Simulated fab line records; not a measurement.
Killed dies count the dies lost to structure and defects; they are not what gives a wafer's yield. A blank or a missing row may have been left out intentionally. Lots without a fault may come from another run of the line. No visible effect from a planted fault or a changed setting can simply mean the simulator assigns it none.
Matching of chambers -- flow nand harc -- rie diel-01 running NHARC_A_SGD_CUT_DESCUM_14: 4 sister chambers
The step chemistry O2, time 3 s. 24 wafers are shown with their chamber, then 12 later ones without.

## EACH WAFER AND ITS CHAMBER
wafer,chamber,drypump motor current A (A),oes product au (a.u.),rf vpp V (V)
L074.2,0,5.6,1.001,54.9
L074.3,2,5.6,1.009,57.1
L074.6,1,5.4,1.004,57.7
L074.1,3,6.3,0.998,59.4
L074.4,1,5.4,1.008,57.7
L074.5,0,5.6,1.004,58.8
L075.2,1,5.4,0.982,57.7
L075.4,2,5.6,0.997,57.5
L075.6,1,5.4,0.983,56.7
L077.4,1,5.3,0.988,58.2
L077.5,3,6.3,1.005,57.7
L077.6,2,5.7,1.005,58.1
L082.2,2,5.6,0.992,57.4
L082.4,1,5.3,0.979,57.8
L082.5,2,5.6,0.989,56.0
L082.1,0,5.6,0.996,58.2
L082.3,1,5.3,0.991,58.6
L082.6,0,5.6,1.007,57.7
L089.1,2,5.6,0.994,55.9
L089.5,0,5.6,0.994,55.9
L089.6,3,6.2,0.991,57.8
L091.3,0,5.6,1.011,58.4
L091.5,0,5.6,0.995,58.3
L091.6,1,5.4,0.988,56.8

SIGNATURES, as means of the wafers listed above
reading,chamber 0,chamber 1,chamber 2,chamber 3,scatter within a chamber
drypump motor current A,5.600,5.362,5.617,6.267,0.0411
oes product au,1.00114,0.99038,0.99767,0.99800,0.00842
rf vpp V,57.457,57.650,57.000,58.300,1.04
Rule: a wafer lies at a distance from a chamber equal to the root of the sum of squares, over the readings, of (its reading less the chamber's mean, divided by the reading's scatter). The wafer belongs to the nearest chamber; if the next one is less than 2 further off, it can't be placed. The scatter: the root of (the sum of the squares of (reading less its chamber's mean) over the shown wafers, divided by (wafers less chambers)).

## WAFERS WHOSE CHAMBER IS MISSING
wafer,drypump motor current A (A),oes product au (a.u.),rf vpp V (V)
L091.1,6.2,1.006,59.8
L091.2,5.6,1.003,56.6
L091.4,5.4,0.989,57.7
L093.2,5.6,1.002,56.4
L093.4,5.4,0.995,57.3
L093.6,5.6,1.003,58.1
L096.1,6.3,0.993,58.9
L096.3,5.6,1.001,57.6
L096.5,5.6,1.014,56.9
L097.1,5.6,0.999,57.4
L097.2,5.6,1.003,58.0
L097.3,6.3,1.000,58.2

## THE CHAMBER EACH PASSED THROUGH
wafer,from the rows above,in truth
L091.1,3,3
L091.2,can't be placed: 2 or 0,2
L091.4,1,1
L093.2,can't be placed: 2 or 0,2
L093.4,1,1
L093.6,can't be placed: 0 or 2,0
L096.1,3,3
L096.3,can't be placed: 0 or 2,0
L096.5,can't be placed: 0 or 2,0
L097.1,can't be placed: 0 or 2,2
L097.2,can't be placed: 0 or 2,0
L097.3,3,3
5 of 12 placed correctly. These rows do not allow placing 7 (true chamber among the candidates in 7). Placed wrongly: 0.
